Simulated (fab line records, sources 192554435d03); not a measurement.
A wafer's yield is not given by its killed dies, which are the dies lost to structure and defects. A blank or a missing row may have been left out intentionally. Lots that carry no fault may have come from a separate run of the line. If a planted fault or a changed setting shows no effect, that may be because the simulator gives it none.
Chamber matching | flow n5_finfet | ald_metal-04 running N5_BEOL_M3_ALD_84: 4 sister chambers
The step deposits TaN, pulse time 2 s, purge time 3 s, co reactant purge time 2 s. 4 wafers are shown with their chamber, then 12 later ones without.

WAFERS WITH THEIR CHAMBER
wafer  | chamber | heater_power_w (W)
L089.2 | 2       | 447
L090.4 | 1       | 349
L092.3 | 0       | 353
L092.6 | 3       | 404

WAFERS WITHOUT THEIR CHAMBER
wafer  | heater_power_w (W)
L093.2 | 341
L093.5 | 346
L093.6 | 344
L094.2 | 352
L094.3 | 356
L094.4 | 410
L095.3 | 394
L095.5 | 405
L095.6 | 437
L097.2 | 361
L097.4 | 345
L097.5 | 355

WHICH CHAMBER EACH ONE RAN IN
wafer  | from the rows above     | in truth
L093.2 | can't be placed: 1 or 0 | 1
L093.5 | can't be placed: 1 or 0 | 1
L093.6 | can't be placed: 1 or 0 | 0
L094.2 | can't be placed: 0 or 1 | 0
L094.3 | can't be placed: 0 or 1 | 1
L094.4 | 3                       | 3
L095.3 | 3                       | 3
L095.5 | 3                       | 3
L095.6 | 2                       | 2
L097.2 | can't be placed: 0 or 1 | 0
L097.4 | can't be placed: 1 or 0 | 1
L097.5 | can't be placed: 0 or 1 | 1
4 of 12 placed correctly. Unplaceable from these rows: 8, with the true chamber sitting among the candidates in 8. 0 placed wrongly.
How it was worked out, from the rows above alone: a wafer's distance from a chamber is the root of the sum, over the readings, of the square of ((its reading less the chamber's mean) divided by the reading's scatter). If the next closest chamber is less than 2 further off than the closest, the wafer can't be placed; otherwise it belongs to the closest. For every chamber, the mean is computed from those of its wafers that are shown. The scatter: with one shown wafer a chamber, the root of the mean of the squares of how far each hidden wafer lies from its nearest shown one.
